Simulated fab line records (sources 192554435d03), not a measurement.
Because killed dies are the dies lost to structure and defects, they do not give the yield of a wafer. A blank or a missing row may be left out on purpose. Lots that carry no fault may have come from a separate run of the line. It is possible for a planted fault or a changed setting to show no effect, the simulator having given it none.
Chamber matching | flow n5-finfet | N5_BEOL_M3_DESCUM_16 on rie-diel-01: 4 sister chambers
The step chemistry O2, time 7 s. 24 wafers are shown with their chamber, then 12 later ones without.

== EACH WAFER AND ITS CHAMBER ==
wafer  | chamber | drypump-motor-current-A (A) | showerhead-plenum-p-Torr (Torr) | throttle-valve-pct (%)
L074.4 | 3       | 5.3                         | 2.10                            | 20.25
L074.5 | 2       | 5.1                         | 2.10                            | 20.31
L074.6 | 1       | 5.7                         | 2.19                            | 20.50
L077.1 | 2       | 5.1                         | 2.10                            | 20.29
L077.2 | 3       | 5.3                         | 2.10                            | 20.26
L077.3 | 1       | 5.7                         | 2.19                            | 20.49
L081.1 | 1       | 5.7                         | 2.18                            | 20.52
L081.4 | 2       | 5.1                         | 2.10                            | 20.33
L081.5 | 0       | 6.3                         | 2.05                            | 19.97
L080.1 | 3       | 5.3                         | 2.09                            | 20.26
L080.4 | 2       | 5.1                         | 2.10                            | 20.32
L080.5 | 2       | 5.1                         | 2.10                            | 20.31
L083.2 | 1       | 5.8                         | 2.18                            | 20.54
L083.5 | 2       | 5.1                         | 2.10                            | 20.30
L083.6 | 1       | 5.7                         | 2.18                            | 20.52
L084.1 | 3       | 5.3                         | 2.09                            | 20.28
L084.3 | 1       | 5.8                         | 2.18                            | 20.55
L084.6 | 1       | 5.8                         | 2.18                            | 20.55
L086.1 | 3       | 5.3                         | 2.09                            | 20.28
L086.2 | 2       | 5.1                         | 2.09                            | 20.31
L086.3 | 0       | 6.3                         | 2.05                            | 19.99
L090.2 | 3       | 5.3                         | 2.08                            | 20.31
L090.3 | 1       | 5.8                         | 2.17                            | 20.56
L090.6 | 2       | 5.1                         | 2.09                            | 20.35

SIGNATURES (averages over the wafers above)
reading                  | chamber 0 | chamber 1 | chamber 2 | chamber 3 | scatter within a chamber
drypump-motor-current-A  | 6.300     | 5.750     | 5.100     | 5.300     | 0.0316
showerhead-plenum-p-Torr | 2.0500    | 2.1812    | 2.0975    | 2.0917    | 0.006
throttle-valve-pct       | 19.9800   | 20.5287   | 20.3150   | 20.2733   | 0.0217
Rule: for each reading, subtract the chamber's mean from the wafer's reading, divide by that reading's scatter and square the result; add these up over the readings and take the root, which gives the wafer's distance from the chamber. If the next closest chamber is less than 2 further off than the closest, the wafer can't be placed; otherwise it belongs to the closest. The scatter: take each reading less its chamber's mean, square it, sum over the shown wafers, divide by the number of wafers less the number of chambers, and take the root.

== WAFERS WITHOUT THEIR CHAMBER ==
wafer  | drypump-motor-current-A (A) | showerhead-plenum-p-Torr (Torr) | throttle-valve-pct (%)
L089.1 | 5.1                         | 2.09                            | 20.35
L089.3 | 5.2                         | 2.08                            | 20.30
L089.6 | 6.3                         | 2.04                            | 19.99
L091.4 | 5.1                         | 2.09                            | 20.34
L091.5 | 6.3                         | 2.04                            | 20.00
L091.6 | 5.3                         | 2.08                            | 20.28
L096.2 | 5.1                         | 2.09                            | 20.36
L096.5 | 5.3                         | 2.08                            | 20.32
L096.6 | 5.1                         | 2.09                            | 20.36
L097.2 | 5.8                         | 2.17                            | 20.57
L097.4 | 6.4                         | 2.04                            | 20.03
L097.6 | 5.1                         | 2.09                            | 20.37

== WHICH CHAMBER EACH ONE RAN IN ==
wafer  | from the rows above     | in truth
L089.1 | 2                       | 2
L089.3 | can't be placed: 3 or 2 | 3
L089.6 | 0                       | 0
L091.4 | 2                       | 2
L091.5 | 0                       | 0
L091.6 | 3                       | 3
L096.2 | 2                       | 2
L096.5 | 3                       | 3
L096.6 | 2                       | 2
L097.2 | 1                       | 1
L097.4 | 0                       | 0
L097.6 | 2                       | 2
Correct placement for 11 of the 12. From these rows, 1 cannot be placed; in 1 the true chamber is one of the candidates. Wrongly placed: 0.
